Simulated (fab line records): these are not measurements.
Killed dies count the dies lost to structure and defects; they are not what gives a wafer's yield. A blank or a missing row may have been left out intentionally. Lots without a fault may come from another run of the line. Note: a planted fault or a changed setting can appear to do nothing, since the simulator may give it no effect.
fab line records	flow n5Finfet
[record] lots = 24	wafers = 72	lastDay = 18
route steps=1938 shown BEOL_M8@1366
lots that met no fault: taken from a fault-free run of the same line
startH: hours from the record's opening day to when the first of the lot's shown wafers began	waitH: hours from the lot's prior step to this one	" the same as in the row above	L1.1+2: a row that stands for several wafers	- no value present, or no start provided	* or withheld: withheld	< > ~ a bound
route shown NAME@n: names a module that has steps shown in the file, with the first one's number in the route	usual: the fault-free wafers' mean and standard deviation	same: alike in all rows	chamber/n: place in a boat	sites: each site's reading	_std_site: how widely they spread, as a standard deviation	_edge_site: mean of outer sites minus mean of inner sites	radiusMm: for every site, how far away it sits from the centre of the wafer	mask NAME#n: copy n	behind: the tool/chamber that last shaped the wafer	hold: what put the lot on hold/how long, in hours/how the hold closed	device: the transistor (n, p or np) that didn't switch	end of line: at the end of the route, the tests of the same wafers	a step without rows: its recipe alone	killed: count of dies lost to structure and defects at first sort (not the wafer's yield)	map: a wafer's dies, x killed, . not, _ none there
set.NAME: setting as actually run; set.NAME@STEP: the setting as run at that earlier step	model.NAME: the simulator's own value behind a step, which no gauge read
the route's steps for a sample of lots (tables are steps, rows are wafers)
services: a tool's chamber out of use, with start hour (startH, from the record's first day; less than 0 if before it), hours out, and reason
[[steps]]
[step N5_BEOL_M8_OVL_MEAS_29]
[recipe] pointsPerWafer = 522
[usual] V7_OVL = 0.2/0.65
lot.wafer	tool	chamber	startH	waitH	V7_OVL[nm]
L074.1	overlay-01	0	201.73	0.0	-0.9
L074.4	"	0	"	"	-1.1
L074.5	"	0	"	"	-0.3
L075.2	overlay-01	0	204.31	0.0	1.6
L075.3	"	0	"	"	0.1
L075.6	"	0	"	"	1.2
L077.2	overlay-01	0	216.22	0.0	0.4
L077.3	"	0	"	"	-0.4
L077.5	"	0	"	"	-0.7
L076.2	overlay-02	0	216.27	0.0	1.2
L076.4	"	0	"	"	1.5
L076.6	"	0	"	"	0.9
L078.2	overlay-02	0	223.77	0.0	-0.1
L078.3	"	0	"	"	1.0
L078.4	"	0	"	"	1.3
L081.3	overlay-01	0	243.58	0.0	0.6
L081.4	"	0	"	"	0.5
L081.6	"	0	"	"	1.4
L080.2	overlay-02	0	243.72	0.0	-0.2
L080.3	"	0	"	"	0.2
L080.4	"	0	"	"	-0.1
L079.1	overlay-02	0	245.73	0.0	-0.7
L079.2	"	0	"	"	-0.5
L079.5	"	0	"	"	0.0
L082.1	overlay-02	0	246.85	0.0	-1.0
L082.5	"	0	"	"	-1.1
L082.6	"	0	"	"	0.6
L083.2	overlay-01	0	253.21	0.0	-1.0
L083.4	"	0	"	"	0.2
L083.5	"	0	"	"	0.2
L084.1	overlay-02	0	263.14	0.0	0.3
L084.5	"	0	"	"	1.5
L084.6	"	0	"	"	0.6
L086.1	overlay-02	0	278.86	0.0	0.7
L086.5	"	0	"	"	1.2
L086.6	"	0	"	"	-0.8
L085.2	overlay-02	0	281.60	0.0	0.5
L085.3	"	0	"	"	1.0
L085.4	"	0	"	"	0.4
L089.1	overlay-02	0	288.70	0.0	-0.1
L089.2	"	0	"	"	0.5
L089.3	"	0	"	"	0.2
L087.2	overlay-01	0	290.65	0.0	-0.3
L087.4	"	0	"	"	0.2
L087.6	"	0	"	"	-0.2
L088.1	overlay-02	0	290.82	0.0	-0.1
L088.3	"	0	"	"	0.3
L088.5	"	0	"	"	0.2
L090.2	overlay-01	0	304.67	0.0	0.4
L090.3	"	0	"	"	0.6
L090.4	"	0	"	"	0.3
L093.1	overlay-02	0	308.46	0.0	0.4
L093.2	"	0	"	"	-0.8
L093.5	"	0	"	"	-0.4
L091.2	overlay-01	0	308.67	0.0	0.7
L091.3	"	0	"	"	0.5
L091.5	"	0	"	"	0.0
L092.2	overlay-02	0	314.41	0.0	-1.0
L092.4	"	0	"	"	-0.6
L092.6	"	0	"	"	-0.5
L094.2	overlay-01	0	317.95	0.0	0.3
L094.3	"	0	"	"	0.5
L094.4	"	0	"	"	-0.3
L095.1	overlay-01	0	340.49	0.0	0.5
L095.3	"	0	"	"	0.0
L095.5	"	0	"	"	1.4
L097.2	overlay-01	0	340.93	0.0	0.7
L097.3	"	0	"	"	-0.6
L097.5	"	0	"	"	0.7
L096.1	overlay-02	0	342.91	0.0	0.1
L096.3	"	0	"	"	0.6
L096.5	"	0	"	"	0.9
[step N5_BEOL_M8_DESCUM_33]
[recipe] chemistry = O2	timeS = 7	sourcePowerW = 50	biasPowerW = 20	pressureMtorr = 20	rfFrequencyHz = 2.712e+07	tempC = 40	resist = CAR-EUV	o2FlowSccm = 225
[usual] drypumpMotorCurrentA = 6.0/0.39	oesProductAu = 0.83/0.082	rfFwdPowerW = 49.40/0.26	rfVppV = 243.1/1.4	showerheadPlenumPTorr = 2.08/0.063	throttleValvePct = 20.42/0.25
[same] timeS = 7
lot.wafer	tool	chamber	startH	waitH	drypumpMotorCurrentA	oesProductAu	rfFwdPowerW	rfHoursCounterH	rfVppV	showerheadPlenumPTorr	throttleValvePct
L074.1	rieDiel-04	0	201.85	0.1	5.4	0.98	49.34	5	243.2	2.15	20.12
L074.4	"	2	"	"	5.3	0.93	49.17	-	242.2	2.04	19.95
L074.5	"	1	"	"	6.0	0.69	49.91	-	241.8	2.08	20.48
L075.2	rieDiel-05	1	204.39	0.0	6.3	0.95	49.51	2	242.0	2.06	20.47
L075.3	"	0	"	"	6.1	0.83	48.75	81	242.4	2.03	20.17
L075.6	"	2	"	"	6.3	0.79	49.54	-	241.6	2.03	20.16
L077.2	rieDiel-03	1	216.50	0.2	6.5	0.91	49.45	24	241.9	2.05	20.61
L077.3	"	0	"	"	5.8	0.84	49.52	80	243.2	2.11	20.64
L077.5	"	1	"	"	6.5	0.90	49.51	-	241.2	2.05	20.60
L076.2	rieDiel-05	0	216.57	0.2	6.0	0.83	48.84	87	243.0	2.03	20.15
L076.4	"	2	"	"	6.3	0.79	49.59	98	242.1	2.02	20.17
L076.6	"	0	"	"	6.0	0.82	48.59	-	242.5	2.02	20.16
L078.2	rieDiel-04	1	223.86	0.0	6.1	0.69	49.76	207	242.6	2.08	20.46
L078.3	"	2	"	"	5.3	0.92	49.36	20	242.4	2.04	19.94
L078.4	"	3	"	"	6.4	0.94	49.58	7	244.8	2.24	20.52
L081.3	rieDiel-05	2	243.66	0.0	6.3	0.77	49.38	106	242.7	2.02	20.19
L081.4	"	3	"	"	6.2	0.70	49.08	232	243.6	2.15	20.83
L081.6	"	3	"	"	6.2	0.69	49.13	-	245.5	2.15	20.84
L080.2	rieDiel-04	1	243.85	0.1	6.0	0.68	49.72	215	243.1	2.07	20.49
L080.3	"	3	"	"	6.4	0.92	49.41	13	244.3	2.24	20.54
L080.4	"	2	"	"	5.4	0.90	49.33	27	242.4	2.03	19.98
L079.1	rieDiel-05	2	246.04	0.3	6.3	0.79	49.58	107	241.3	2.02	20.20
L079.2	"	1	"	"	6.2	0.89	49.39	17	242.5	2.06	20.49
L079.5	"	3	"	"	6.2	0.69	49.09	-	245.0	2.15	20.82
L082.1	rieDiel-04	1	247.23	0.3	6.0	0.67	49.49	217	243.9	2.07	20.50
L082.5	"	0	"	"	5.4	0.93	49.71	-	243.5	2.14	20.14
L082.6	"	3	"	"	6.3	0.92	49.43	-	245.6	2.24	20.53
L083.2	rieDiel-04	1	253.30	0.0	6.0	0.68	49.44	219	243.4	2.07	20.48
L083.4	"	3	"	"	6.3	0.91	49.46	17	244.8	2.24	20.54
L083.5	"	3	"	"	6.3	0.91	49.25	-	245.1	2.24	20.55
L084.1	rieDiel-05	1	263.24	0.0	6.3	0.88	49.47	22	242.2	2.06	20.51
L084.5	"	2	"	"	6.3	0.77	49.55	-	241.0	2.02	20.19
L084.6	"	1	"	"	6.2	0.88	49.30	-	243.7	2.06	20.51
L086.1	rieDiel-03	3	279.12	0.2	6.3	0.77	49.37	148	242.8	2.09	20.38
L086.5	"	0	"	"	5.7	0.80	49.50	-	244.3	2.10	20.70
L086.6	"	3	"	"	6.4	0.77	49.20	-	244.3	2.09	20.36
L085.2	rieDiel-04	3	281.68	0.0	6.3	0.89	49.41	28	246.4	2.23	20.58
L085.3	"	2	"	"	5.3	0.88	49.46	41	241.8	2.03	20.00
L085.4	"	1	"	"	6.0	0.67	49.62	230	242.3	2.07	20.50
L089.1	rieDiel-05	1	288.84	0.1	6.2	0.86	49.35	30	242.5	2.05	20.51
L089.2	"	0	"	"	6.0	0.79	48.77	111	241.5	2.02	20.19
L089.3	"	3	"	"	6.2	0.69	48.84	247	244.6	2.14	20.85
L087.2	rieDiel-04	1	290.74	0.0	6.0	0.67	49.69	232	244.3	2.07	20.51
L087.4	"	0	"	"	5.4	0.90	49.62	36	244.6	2.14	20.18
L087.6	"	2	"	"	5.4	0.88	49.46	-	241.4	2.03	19.99
L088.1	rieDiel-05	1	291.06	0.2	6.2	0.87	49.45	31	244.1	2.05	20.52
L088.3	"	2	"	"	6.3	0.77	49.47	122	241.3	2.02	20.24
L088.5	"	2	"	"	6.3	0.77	49.51	-	242.0	2.01	20.22
L090.2	rieDiel-04	3	304.76	0.0	6.3	0.88	49.55	36	247.2	2.23	20.57
L090.3	"	0	"	"	5.4	0.89	49.59	43	241.3	2.13	20.19
L090.4	"	3	"	"	6.3	0.88	49.41	-	245.2	2.23	20.58
L093.1	rieDiel-05	1	308.55	0.0	6.2	0.85	49.18	38	243.5	2.05	20.52
L093.2	"	0	"	"	6.1	0.79	48.76	119	244.0	2.01	20.20
L093.5	"	2	"	"	6.3	0.76	49.46	-	240.5	2.01	20.24
L091.2	rieDiel-03	2	308.81	0.1	5.5	0.93	49.68	12	243.1	2.13	20.61
L091.3	"	1	"	"	6.5	0.83	49.18	61	240.5	2.04	20.67
L091.5	"	1	"	"	6.5	0.83	49.23	-	242.0	2.03	20.68
L092.2	rieDiel-05	2	314.57	0.1	6.3	0.75	49.52	132	240.2	2.01	20.24
L092.4	"	1	"	"	6.2	0.85	49.50	-	242.1	2.05	20.53
L092.6	"	2	"	"	6.3	0.75	49.72	-	241.5	2.01	20.24
L094.2	rieDiel-03	1	318.15	0.1	6.5	0.83	49.68	66	242.8	2.03	20.68
L094.3	"	3	"	"	6.4	0.76	49.26	163	243.4	2.09	20.41
L094.4	"	2	"	"	5.5	0.92	49.54	17	245.4	2.13	20.63
L095.1	rieDiel-03	3	340.58	0.0	6.3	0.75	49.29	172	244.1	2.09	20.40
L095.3	"	1	"	"	6.5	0.83	49.35	75	242.5	2.03	20.67
L095.5	"	3	"	"	6.3	0.75	49.33	-	244.5	2.09	20.40
L097.2	rieDiel-03	1	341.01	0.0	6.5	0.81	49.41	75	242.8	2.03	20.69
L097.3	"	3	"	"	6.3	0.75	49.34	172	244.1	2.09	20.40
L097.5	"	0	"	"	5.7	0.79	49.50	-	242.8	2.09	20.73
L096.1	rieDiel-03	3	343.00	0.0	6.3	0.75	49.26	173	242.4	2.09	20.40
L096.3	"	1	"	"	6.5	0.81	49.35	76	243.1	2.03	20.70
L096.5	"	2	"	"	5.5	0.90	49.60	-	243.7	2.13	20.66
[step N5_BEOL_M8_STRIP_36]
[recipe] chemistry = N2/H2	powerW = 450	tempC = 40	pressureMtorr = 20	rfFrequencyHz = 6e+07	overashFraction = 0.3	biasPowerW = 7	h2Frac = 0.5	n2FlowSccm = 200	h2FlowSccm = 200
[usual] drypumpMotorCurrentA = 6.0/0.39	n2FlowSccm = 200.0/0.61	oesProductAu = 0.83/0.082	rfVppV = 59.2/1.5	showerheadPlenumPTorr = 2.53/0.074	throttleValvePct = 23.68/0.28
lot.wafer	tool	chamber	startH	waitH	drypumpMotorCurrentA	n2FlowSccm	oesProductAu	rfHoursCounterH	rfVppV	showerheadPlenumPTorr	throttleValvePct
L074.1	rieDiel-04	0	202.08	0.0	5.4	199.8	0.97	5	59.0	2.61	23.44
L074.4	"	2	"	"	5.4	200.4	0.93	-	59.0	2.48	23.16
L074.5	"	1	"	"	6.0	199.9	0.70	-	59.1	2.53	23.69
L075.2	rieDiel-05	1	204.63	0.0	6.2	199.5	0.95	2	59.9	2.49	23.59
L075.3	"	0	"	"	6.0	200.6	0.83	81	54.8	2.47	23.68
L075.6	"	2	"	"	6.3	200.5	0.80	-	59.9	2.46	23.43
L077.2	rieDiel-03	1	216.73	0.0	6.5	200.6	0.89	24	55.5	2.49	23.81
L077.3	"	0	"	"	5.7	200.2	0.83	80	57.1	2.57	24.04
L077.5	"	1	"	"	6.5	201.5	0.91	-	58.7	2.49	23.83
L076.2	rieDiel-05	0	216.80	0.0	6.1	200.2	0.82	87	56.9	2.46	23.68
L076.4	"	2	"	"	6.3	199.5	0.79	98	61.3	2.46	23.45
L076.6	"	0	"	"	6.1	200.5	0.84	-	61.6	2.46	23.66
L078.2	rieDiel-04	1	224.09	0.0	6.1	200.4	0.69	207	59.7	2.52	23.75
L078.3	"	2	"	"	5.4	199.9	0.93	20	60.0	2.48	23.14
L078.4	"	3	"	"	6.4	200.1	0.94	7	60.9	2.70	23.66
L081.3	rieDiel-05	2	243.90	0.0	6.4	199.8	0.78	106	60.1	2.46	23.46
L081.4	"	3	"	"	6.2	200.3	0.69	232	60.4	2.61	24.20
L081.6	"	3	"	"	6.2	200.2	0.69	-	59.4	2.61	24.20
L080.2	rieDiel-04	1	244.08	0.0	6.0	199.4	0.67	216	61.0	2.52	23.74
L080.3	"	3	"	"	6.3	199.1	0.92	13	60.0	2.70	23.67
L080.4	"	2	"	"	5.4	199.6	0.90	27	61.2	2.47	23.14
L079.1	rieDiel-05	2	246.27	0.0	6.3	198.8	0.78	107	57.4	2.45	23.46
L079.2	"	1	"	"	6.2	200.7	0.89	17	58.3	2.49	23.62
L079.5	"	3	"	"	6.2	201.6	0.69	-	55.8	2.61	24.18
L082.1	rieDiel-04	1	247.47	0.0	6.0	200.8	0.67	217	60.8	2.52	23.75
L082.5	"	0	"	"	5.4	200.7	0.93	-	60.5	2.60	23.43
L082.6	"	3	"	"	6.3	199.5	0.92	-	58.8	2.70	23.67
L083.2	rieDiel-04	1	253.53	0.0	6.0	200.4	0.68	219	60.5	2.52	23.75
L083.4	"	3	"	"	6.3	200.1	0.90	18	58.9	2.70	23.70
L083.5	"	3	"	"	6.3	200.3	0.91	-	60.2	2.70	23.69
L084.1	rieDiel-05	1	263.47	0.0	6.2	199.8	0.89	22	59.6	2.49	23.63
L084.5	"	2	"	"	6.3	200.0	0.78	-	59.4	2.45	23.47
L084.6	"	1	"	"	6.2	199.9	0.88	-	59.7	2.48	23.61
L086.1	rieDiel-03	3	279.35	0.0	6.3	200.6	0.77	148	59.0	2.54	23.58
L086.5	"	0	"	"	5.7	200.3	0.80	-	58.9	2.56	24.08
L086.6	"	3	"	"	6.4	200.9	0.77	-	56.2	2.54	23.56
L085.2	rieDiel-04	3	281.92	0.0	6.3	199.8	0.88	28	59.3	2.70	23.69
L085.3	"	2	"	"	5.3	199.6	0.90	42	60.2	2.47	23.18
L085.4	"	1	"	"	6.0	199.8	0.68	230	60.8	2.51	23.75
L089.1	rieDiel-05	1	289.07	0.0	6.2	199.5	0.87	31	60.6	2.48	23.64
L089.2	"	0	"	"	6.1	199.5	0.79	111	61.4	2.45	23.70
L089.3	"	3	"	"	6.2	200.4	0.69	247	60.9	2.60	24.19
L087.2	rieDiel-04	1	290.97	0.0	6.1	200.0	0.67	232	60.0	2.51	23.75
L087.4	"	0	"	"	5.4	199.7	0.90	36	60.4	2.60	23.47
L087.6	"	2	"	"	5.4	201.4	0.89	-	57.3	2.47	23.16
L088.1	rieDiel-05	1	291.30	0.0	6.2	200.8	0.86	31	57.3	2.48	23.63
L088.3	"	2	"	"	6.3	199.3	0.75	122	57.9	2.45	23.49
L088.5	"	2	"	"	6.3	199.3	0.75	-	58.9	2.45	23.48
L090.2	rieDiel-04	3	304.99	0.0	6.4	201.2	0.87	36	59.3	2.69	23.69
L090.3	"	0	"	"	5.4	200.5	0.88	43	59.3	2.59	23.46
L090.4	"	3	"	"	6.4	199.9	0.88	-	59.0	2.69	23.71
L093.1	rieDiel-05	1	308.78	0.0	6.2	200.1	0.86	39	58.0	2.48	23.66
L093.2	"	0	"	"	6.1	199.3	0.80	119	55.8	2.45	23.68
L093.5	"	2	"	"	6.3	199.7	0.76	-	57.8	2.44	23.51
L091.2	rieDiel-03	2	309.04	0.0	5.5	200.8	0.93	12	57.2	2.60	24.03
L091.3	"	1	"	"	6.5	199.8	0.84	61	56.3	2.48	23.84
L091.5	"	1	"	"	6.5	199.7	0.84	-	60.2	2.48	23.85
L092.2	rieDiel-05	2	314.92	0.0	6.3	200.2	0.75	133	61.7	2.44	23.49
L092.4	"	1	"	"	6.2	199.5	0.85	-	59.5	2.48	23.67
L092.6	"	2	"	"	6.3	199.7	0.75	-	58.1	2.44	23.46
L094.2	rieDiel-03	1	318.38	0.0	6.5	200.4	0.83	66	59.9	2.48	23.88
L094.3	"	3	"	"	6.3	199.4	0.76	163	58.4	2.53	23.56
L094.4	"	2	"	"	5.5	200.4	0.92	17	58.3	2.59	24.03
L095.1	rieDiel-03	3	340.81	0.0	6.3	199.3	0.74	172	60.3	2.53	23.62
L095.3	"	1	"	"	6.5	199.2	0.83	75	58.6	2.47	23.86
L095.5	"	3	"	"	6.3	199.7	0.75	-	57.9	2.53	23.61
L097.2	rieDiel-03	1	341.24	0.0	6.5	200.1	0.83	75	58.4	2.47	23.89
L097.3	"	3	"	"	6.3	200.9	0.76	172	58.0	2.53	23.57
L097.5	"	0	"	"	5.7	201.0	0.79	-	59.0	2.54	24.13
L096.1	rieDiel-03	3	343.23	0.0	6.3	200.1	0.75	173	57.2	2.53	23.58
L096.3	"	1	"	"	6.5	199.3	0.83	76	62.0	2.47	23.87
L096.5	"	2	"	"	5.5	200.3	0.91	-	60.3	2.59	24.05
[step N5_BEOL_M8_SURFACE_TREAT_79]
[recipe] gas = Ar	timeS = *	ionEnergyEv = *	ionCurrentMaCm2 = 0.5	pressureMtorr = *	arFlowSccm = 30
[usual] throttleValvePct = *
[same] timeS = *
lot.wafer	tool	chamber	startH	waitH	throttleValvePct
L074.1	pvdSputter-02	-	204.43	0.8	*
L074.4	"	-	"	"	*
L074.5	"	-	"	"	*
L075.2	pvdSputter-02	-	206.14	0.2	*
L075.3	"	-	"	"	*
L075.6	"	-	"	"	*
L077.2	pvdSputter-03	-	218.69	0.2	*
L077.3	"	-	"	"	*
L077.5	"	-	"	"	*
L076.2	pvdSputter-02	-	221.67	2.0	*
L076.4	"	-	"	"	*
L076.6	"	-	"	"	*
L078.2	pvdSputter-01	-	225.81	0.2	*
L078.3	"	-	"	"	*
L078.4	"	-	"	"	*
L081.3	pvdSputter-02	-	245.11	0.2	*
L081.4	"	-	"	"	*
L081.6	"	-	"	"	*
L080.2	pvdSputter-01	-	245.57	0.4	*
L080.3	"	-	"	"	*
L080.4	"	-	"	"	*
L079.1	pvdSputter-02	-	247.63	0.3	*
L079.2	"	-	"	"	*
L079.5	"	-	"	"	*
L082.1	pvdSputter-03	-	250.08	0.2	*
L082.5	"	-	"	"	*
L082.6	"	-	"	"	*
L083.2	pvdSputter-02	-	255.21	0.4	*
L083.4	"	-	"	"	*
L083.5	"	-	"	"	*
L084.1	pvdSputter-01	-	264.62	0.2	*
L084.5	"	-	"	"	*
L084.6	"	-	"	"	*
L086.1	pvdSputter-03	-	280.94	0.2	*
L086.5	"	-	"	"	*
L086.6	"	-	"	"	*
L085.2	pvdSputter-03	-	284.74	0.2	*
L085.3	"	-	"	"	*
L085.4	"	-	"	"	*
L089.1	pvdSputter-02	-	291.70	0.2	*
L089.2	"	-	"	"	*
L089.3	"	-	"	"	*
L087.2	pvdSputter-02	-	292.94	0.3	*
L087.4	"	-	"	"	*
L087.6	"	-	"	"	*
L088.1	pvdSputter-02	-	293.68	0.4	*
L088.3	"	-	"	"	*
L088.5	"	-	"	"	*
L090.2	pvdSputter-02	-	306.64	0.2	*
L090.3	"	-	"	"	*
L090.4	"	-	"	"	*
L093.1	pvdSputter-02	-	310.76	0.6	*
L093.2	"	-	"	"	*
L093.5	"	-	"	"	*
L091.2	pvdSputter-02	-	310.84	0.5	*
L091.3	"	-	"	"	*
L091.5	"	-	"	"	*
L092.2	pvdSputter-01	-	316.74	0.5	*
L092.4	"	-	"	"	*
L092.6	"	-	"	"	*
L094.2	pvdSputter-01	-	319.60	0.2	*
L094.3	"	-	"	"	*
L094.4	"	-	"	"	*
L095.1	pvdSputter-01	-	342.37	0.2	*
L095.3	"	-	"	"	*
L095.5	"	-	"	"	*
L097.2	pvdSputter-02	-	343.76	0.2	*
L097.3	"	-	"	"	*
L097.5	"	-	"	"	*
L096.1	pvdSputter-02	-	344.56	0.2	*
L096.3	"	-	"	"	*
L096.5	"	-	"	"	*
[step N5_BEOL_M8_THK_MEAS_53]
[recipe] thkMeasGauge = xrf	reads = Cu_of_BEOL_M8_ECD_50
[usual] M8_THK = 80.5/1.4
lot.wafer	tool	chamber	startH	waitH	M8_THK[nm]
L074.1	filmMetro-01	-	205.47	-	79.6
L074.4	"	-	"	"	79.1
L074.5	"	-	"	"	77.5
L075.2	filmMetro-02	-	207.24	-	79.6
L075.3	"	-	"	"	79.6
L075.6	"	-	"	"	80.2
L077.2	filmMetro-02	-	221.36	-	80.4
L077.3	"	-	"	"	80.3
L077.5	"	-	"	"	79.5
L076.2	filmMetro-02	-	222.90	-	80.2
L076.4	"	-	"	"	81.4
L076.6	"	-	"	"	79.4
L078.2	filmMetro-02	-	227.25	-	78.5
L078.3	"	-	"	"	81.0
L078.4	"	-	"	"	81.6
L081.3	filmMetro-01	-	246.99	-	78.8
L081.4	"	-	"	"	78.2
L081.6	"	-	"	"	79.2
L080.2	filmMetro-01	-	247.62	-	80.6
L080.3	"	-	"	"	81.0
L080.4	"	-	"	"	83.6
L079.1	filmMetro-01	-	249.61	-	79.8
L079.2	"	-	"	"	81.3
L079.5	"	-	"	"	77.7
L082.1	filmMetro-02	-	251.12	-	79.7
L082.5	"	-	"	"	80.6
L082.6	"	-	"	"	81.1
L083.2	filmMetro-01	-	256.29	-	79.9
L083.4	"	-	"	"	79.6
L083.5	"	-	"	"	81.9
L084.1	filmMetro-01	-	265.82	-	81.6
L084.5	"	-	"	"	79.2
L084.6	"	-	"	"	80.9
L086.1	filmMetro-01	-	282.55	-	77.9
L086.5	"	-	"	"	79.3
L086.6	"	-	"	"	79.0
L085.2	filmMetro-02	-	286.35	-	81.4
L085.3	"	-	"	"	81.9
L085.4	"	-	"	"	79.6
L089.1	filmMetro-01	-	293.03	-	81.8
L089.2	"	-	"	"	81.8
L089.3	"	-	"	"	80.9
L087.2	filmMetro-02	-	294.09	-	80.6
L087.4	"	-	"	"	79.5
L087.6	"	-	"	"	78.4
L088.1	filmMetro-02	-	294.98	-	81.7
L088.3	"	-	"	"	80.8
L088.5	"	-	"	"	80.8
L090.2	filmMetro-01	-	307.65	-	79.6
L090.3	"	-	"	"	81.9
L090.4	"	-	"	"	82.3
L093.1	filmMetro-01	-	311.82	-	80.1
L093.2	"	-	"	"	80.0
L093.5	"	-	"	"	78.8
L091.2	filmMetro-02	-	312.90	0.3	83.5
L091.3	"	-	"	"	82.5
L091.5	"	-	"	"	81.3
L092.2	filmMetro-02	-	319.49	-	81.1
L092.4	"	-	"	"	80.5
L092.6	"	-	"	"	80.6
L094.2	filmMetro-02	-	321.17	-	81.4
L094.3	"	-	"	"	82.8
L094.4	"	-	"	"	83.8
L095.1	filmMetro-02	-	344.87	-	79.7
L095.3	"	-	"	"	82.1
L095.5	"	-	"	"	79.0
L097.2	filmMetro-01	-	345.50	-	80.6
L097.3	"	-	"	"	81.8
L097.5	"	-	"	"	79.7
L096.1	filmMetro-01	-	346.01	-	80.1
L096.3	"	-	"	"	80.8
L096.5	"	-	"	"	80.5
[step N5_BEOL_M8_DEP_56]
[recipe] material = SiCN	targetThkA = 100	tempC = withheld	precursor = 3MS/NH3	pressureTorr = 3	rfW = 202	timeS = 17.5
[usual] rfFwdPowerW = 199.4/1.2	showerheadPlenumPTorr = 3.669/0.018	throttleValvePct = 8.9/0.77
[same] timeS = 17.5
lot.wafer	tool	chamber	startH	waitH	rfFwdPowerW	showerheadPlenumPTorr	throttleValvePct
L074.1	pecvd-02	1	205.53	0.0	198.8	3.652	9.0
L074.4	"	0	"	"	199.7	3.672	9.7
L074.5	"	2	"	"	200.3	3.650	8.2
L075.2	pecvd-03	0	207.32	0.0	200.8	3.688	9.8
L075.3	"	0	"	"	200.6	3.689	9.5
L075.6	"	0	"	"	200.5	3.690	9.9
L077.2	pecvd-03	1	221.44	0.0	198.2	3.683	7.8
L077.3	"	1	"	"	198.6	3.675	8.1
L077.5	"	1	"	"	198.8	3.674	8.0
L076.2	pecvd-02	0	222.96	0.0	201.7	3.684	10.0
L076.4	"	1	"	"	199.7	3.639	8.7
L076.6	"	0	"	"	200.6	3.689	9.8
L078.2	pecvd-03	1	227.32	0.0	198.0	3.676	8.3
L078.3	"	1	"	"	198.7	3.679	8.1
L078.4	"	0	"	"	199.2	3.688	9.8
L081.3	pecvd-02	1	247.05	0.0	200.3	3.663	8.6
L081.4	"	1	"	"	198.2	3.642	8.9
L081.6	"	2	"	"	200.6	3.654	8.8
L080.2	pecvd-02	2	247.68	0.0	199.2	3.657	8.8
L080.3	"	1	"	"	200.1	3.640	8.8
L080.4	"	2	"	"	199.5	3.647	8.5
L079.1	pecvd-03	2	249.67	0.0	198.2	3.641	8.1
L079.2	"	0	"	"	200.3	3.693	9.9
L079.5	"	0	"	"	200.1	3.700	9.7
L082.1	pecvd-03	2	251.18	0.0	198.8	3.651	8.5
L082.5	"	0	"	"	199.4	3.698	9.8
L082.6	"	1	"	"	198.9	3.674	8.0
L083.2	pecvd-04	1	256.36	0.0	199.8	3.659	9.5
L083.4	"	1	"	"	201.0	3.652	9.5
L083.5	"	2	"	"	200.8	3.654	8.4
L084.1	pecvd-03	0	265.88	0.0	199.5	3.682	10.1
L084.5	"	1	"	"	197.6	3.678	8.1
L084.6	"	0	"	"	199.9	3.688	9.7
L086.1	pecvd-02	0	282.61	0.0	200.2	3.680	10.0
L086.5	"	1	"	"	199.8	3.651	8.9
L086.6	"	0	"	"	200.5	3.684	9.7
L085.2	pecvd-03	0	286.41	0.0	201.1	3.692	10.1
L085.3	"	1	"	"	197.9	3.675	8.1
L085.4	"	0	"	"	199.7	3.687	9.8
L089.1	pecvd-02	2	293.09	0.0	201.2	3.647	8.9
L089.2	"	0	"	"	201.1	3.687	9.9
L089.3	"	1	"	"	198.8	3.642	9.0
L087.2	pecvd-04	2	294.15	0.0	200.9	3.645	8.5
L087.4	"	1	"	"	201.0	3.666	9.3
L087.6	"	2	"	"	201.0	3.652	8.2
L088.1	pecvd-04	1	295.04	0.0	200.9	3.668	9.4
L088.3	"	0	"	"	200.6	3.670	9.1
L088.5	"	1	"	"	201.1	3.665	9.4
L090.2	pecvd-03	0	307.71	0.0	200.0	3.689	10.0
L090.3	"	2	"	"	198.6	3.651	8.3
L090.4	"	2	"	"	198.1	3.650	8.2
L093.1	pecvd-03	1	311.88	0.0	198.4	3.680	8.0
L093.2	"	2	"	"	197.9	3.638	8.0
L093.5	"	0	"	"	200.8	3.692	10.0
L091.2	pecvd-03	0	312.97	0.0	201.1	3.691	9.9
L091.3	"	1	"	"	198.1	3.678	7.9
L091.5	"	0	"	"	201.1	3.684	10.1
L092.2	pecvd-03	1	319.55	0.0	197.1	3.684	8.2
L092.4	"	1	"	"	198.6	3.679	8.1
L092.6	"	2	"	"	198.1	3.658	8.2
L094.2	pecvd-03	1	321.24	0.0	198.1	3.676	8.0
L094.3	"	2	"	"	198.1	3.659	8.0
L094.4	"	2	"	"	197.2	3.657	8.2
L095.1	pecvd-03	2	344.94	0.0	197.9	3.648	8.3
L095.3	"	0	"	"	199.9	3.696	10.0
L095.5	"	0	"	"	200.8	3.682	9.9
L097.2	pecvd-03	0	345.56	0.0	200.3	3.691	10.3
L097.3	"	1	"	"	198.6	3.679	8.3
L097.5	"	2	"	"	197.3	3.651	8.0
L096.1	pecvd-03	2	346.07	0.0	197.7	3.656	8.2
L096.3	"	0	"	"	199.6	3.686	9.9
L096.5	"	0	"	"	200.3	3.683	9.7
[[services]]
tool	chamber	startH	hours	kind
rieDiel-04	3	188.51	-	clean
rieDiel-04	3	188.51	-	consumableReplace:focusRing
rieDiel-04	3	188.51	-	consumableReplace:showerhead
rieDiel-04	3	188.51	14.8	scheduledDown
rieDiel-04	3	188.51	14.8	ventCycle
pecvd-03	2	202.38	-	clean
pecvd-03	2	202.38	-	consumableReplace:showerhead
pecvd-03	2	202.38	29.0	scheduledDown
pecvd-03	2	202.38	29.0	ventCycle
rieDiel-05	3	202.56	13.1	repair
pecvd-04	-	221.49	0.8	repair
pecvd-04	-	225.70	4.3	pm
pvdSputter-01	-	281.97	1.4	repair
rieDiel-03	2	282.26	6.2	repair
rieDiel-05	3	297.86	-	clean
rieDiel-05	3	297.86	-	consumableReplace:focusRing
rieDiel-05	3	297.86	17.7	scheduledDown
rieDiel-05	3	297.86	17.7	ventCycle
rieDiel-04	1	301.83	9.3	repair
rieDiel-05	0	311.43	10.0	repair
rieDiel-05	1	312.06	1.9	repair
pvdSputter-01	-	327.03	2.4	repair
pecvd-03	-	329.53	5.4	repair
rieDiel-04	3	343.89	10.1	repair
[[key]]
fault none
